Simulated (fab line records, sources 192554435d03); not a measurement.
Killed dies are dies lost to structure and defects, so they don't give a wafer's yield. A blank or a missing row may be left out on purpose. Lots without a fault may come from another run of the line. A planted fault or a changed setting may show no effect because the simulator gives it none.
One fault seen from 3 desks | flow n5_finfet | each desk has only its own numbers; what lay behind them comes last

THE METROLOGY DESK
What the gauges read, lot by lot, whatever tool the lot ran on: means of the sampled wafers that have a number. A lot is out of limits, marked OUT, if its mean lies more than 4 standard deviations from the usual mean; the brackets give that distance. Of its 11 readings 7 are shown: those that lie furthest out on some lot.
Columns: A = DIBL_N at N5_BEOL_M4_RC_MEAS_101, usual 36.6 mV/V; B = DIBL_P at N5_BEOL_M4_RC_MEAS_101, usual 36.4 mV/V; C = IOFF_P at N5_BEOL_M4_RC_MEAS_101, usual 0.219 nA/um; D = ION_N at N5_BEOL_M4_RC_MEAS_101, usual 678 uA/um; E = ION_P at N5_BEOL_M4_RC_MEAS_101, usual 464 uA/um; F = SS_P at N5_BEOL_M4_RC_MEAS_101, usual 73.4 mV/dec; G = VT_P at N5_BEOL_M4_RC_MEAS_101, usual -249 mV
lot  | first seen here | A    | B    | C     | D   | E   | F    | G
L354 | day 6 17:09     | 37.3 | 37.2 | 0.226 | 690 | 466 | 73.2 | -249
L358 | day 7 13:02     | 37.9 | 36.9 | 0.248 | 694 | 473 | 73.7 | -245
L359 | day 7 15:38     | 35.4 | 34.1 | 0.229 | 669 | 473 | 72.4 | -247
L365 | day 9 04:18     | 34.5 | 35.5 | 0.232 | 678 | 469 | 73.2 | -245
L366 | day 9 12:58     | 36.1 | 35.3 | 0.212 | 677 | 463 | 73.3 | -249
L370 | day 11 11:04    | 36.3 | 35.9 | 0.176 | 671 | 454 | 72.9 | -254
L374 | day 12 07:41    | 38.1 | 36.9 | 0.196 | 680 | 461 | 73.8 | -253
L373 | day 12 10:31    | 37.1 | 37.5 | 0.226 | 668 | 461 | 73.2 | -250
L371 | day 12 15:10    | 36.7 | 37.1 | 0.204 | 673 | 461 | 73.5 | -252
This desk's finding: nothing out of limits on any of the 9 lots.

THE DEFECT DESK
What the inspections along the route counted, lot by lot: means of the sampled wafers that have a number. A lot is out of limits, marked OUT, if its mean lies more than 4 standard deviations from the usual mean; the brackets give that distance.
Columns: A = raw_defect_count at N5_BEOL_M1_INSPECT_59, usual 72
lot  | first seen here | A
L354 | day 6 17:11     | 90
L358 | day 7 13:04     | 94
L359 | day 7 15:40     | 68
L365 | day 9 04:20     | 66
L366 | day 9 12:59     | 95
L370 | day 11 11:06    | 96
L374 | day 12 07:43    | 65
L373 | day 12 10:33    | 60
L371 | day 12 15:12    | 44
This desk's finding: nothing out of limits on any of the 9 lots.

THE TOOL OWNER'S DESK: litho_track-03
The tool's own readings at N5_BEOL_M2_COAT_62 (time 60 s, resist thk 12 nm): means of the sampled wafers that have a number, for each lot that ran on this tool. A lot is out of limits, marked OUT, if its mean lies more than 4 standard deviations from the usual mean; the brackets give that distance.
Columns: A = spin_speed_rpm at N5_BEOL_M2_COAT_62, usual 1500.0 rpm
lot  | first seen here | A
L359 | day 7 16:41     | 1501.3
L365 | day 9 05:40     | 2323.3 (+99 or more) OUT
L366 | day 9 15:11     | 2324.8 (+99 or more) OUT
This desk's finding: out of limits on L365, L366; first on L365, day 9 05:40 (spin_speed_rpm at N5_BEOL_M2_COAT_62). In limits: L359.

PUT TOGETHER
The tool owner's desk could have raised an alarm at day 9 05:40, on L365, L366.
The metrology desk saw nothing out of limits.
The defect desk saw nothing out of limits.
The metrology desk has L365, L366 on record, within its limits.
The defect desk has L365, L366 on record, within its limits.
Of the lots named, all ran N5_BEOL_M2_COAT_62 on litho_track-03.

WHAT THE SIMULATOR HAD PUT IN
Process parameter drift: litho_track-03, from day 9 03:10 on, at N5_BEOL_M2_COAT_62. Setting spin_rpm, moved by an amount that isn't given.
Lots struck among those shown: L365, L366.
Hours from the fault's start to each desk's first reading out of limits: the tool owner's desk, 2.
